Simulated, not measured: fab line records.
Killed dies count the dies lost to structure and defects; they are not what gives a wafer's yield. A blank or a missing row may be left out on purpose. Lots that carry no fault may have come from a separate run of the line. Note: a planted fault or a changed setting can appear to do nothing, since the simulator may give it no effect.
Chamber matching -- flow n5_finfet -- N5_BEOL_M5_DEP_56 on pecvd-02: 3 sister chambers
The step deposits SiCN from 3MS/NH3, target thk 8 nm, time 14 s. 18 wafers are shown with their chamber, then 9 later ones without.

== EACH WAFER AND ITS CHAMBER ==
wafer,chamber,throttle_valve_pct (%),showerhead_plenum_p_Torr (Torr)
L076.1,1,9.1,3.671
L076.2,2,8.0,3.671
L076.4,1,9.1,3.668
L078.2,1,9.2,3.671
L078.3,2,7.9,3.666
L078.6,2,8.0,3.675
L079.1,2,8.2,3.656
L079.4,1,9.1,3.660
L079.6,0,9.1,3.686
L080.4,0,9.2,3.688
L080.5,2,7.9,3.668
L080.6,1,9.2,3.672
L083.2,1,9.2,3.661
L083.4,2,8.3,3.668
L083.6,1,9.3,3.656
L090.3,0,9.0,3.677
L090.5,1,9.0,3.667
L090.6,2,8.1,3.656

SIGNATURES, as means of the wafers listed above
reading,chamber 0,chamber 1,chamber 2,scatter within a chamber
throttle_valve_pct,9.100,9.150,8.057,0.12
showerhead_plenum_p_Torr,3.68367,3.66575,3.66571,0.0065
Rule: a wafer's distance from a chamber is the root of the sum, over the readings, of the square of ((its reading less the chamber's mean) divided by the reading's scatter). If the next closest chamber is less than 2 further off than the closest, the wafer can't be placed; otherwise it belongs to the closest. How the scatter is found: for the shown wafers, subtract from each reading the mean of its chamber, square and add these, divide the total by (wafers less chambers), then take the root.

== WAFERS WITH NO CHAMBER GIVEN ==
wafer,throttle_valve_pct (%),showerhead_plenum_p_Torr (Torr)
L094.1,9.3,3.668
L094.2,8.1,3.671
L094.6,8.9,3.677
L095.3,9.1,3.681
L095.5,9.2,3.661
L095.6,7.6,3.664
L096.1,9.0,3.673
L096.4,8.9,3.669
L096.6,9.4,3.667

== WHICH CHAMBER EACH WENT THROUGH ==
wafer,from the rows above,in truth
L094.1,can't be placed: 1 or 0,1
L094.2,2,2
L094.6,can't be placed: 0 or 1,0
L095.3,can't be placed: 0 or 1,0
L095.5,1,1
L095.6,2,2
L096.1,can't be placed: 1 or 0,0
L096.4,can't be placed: 1 or 0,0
L096.6,can't be placed: 1 or 0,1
Placed correctly: 3 of 9. Not placeable from these rows: 6 (in 6, the candidates include the true chamber). Wrongly placed: 0.
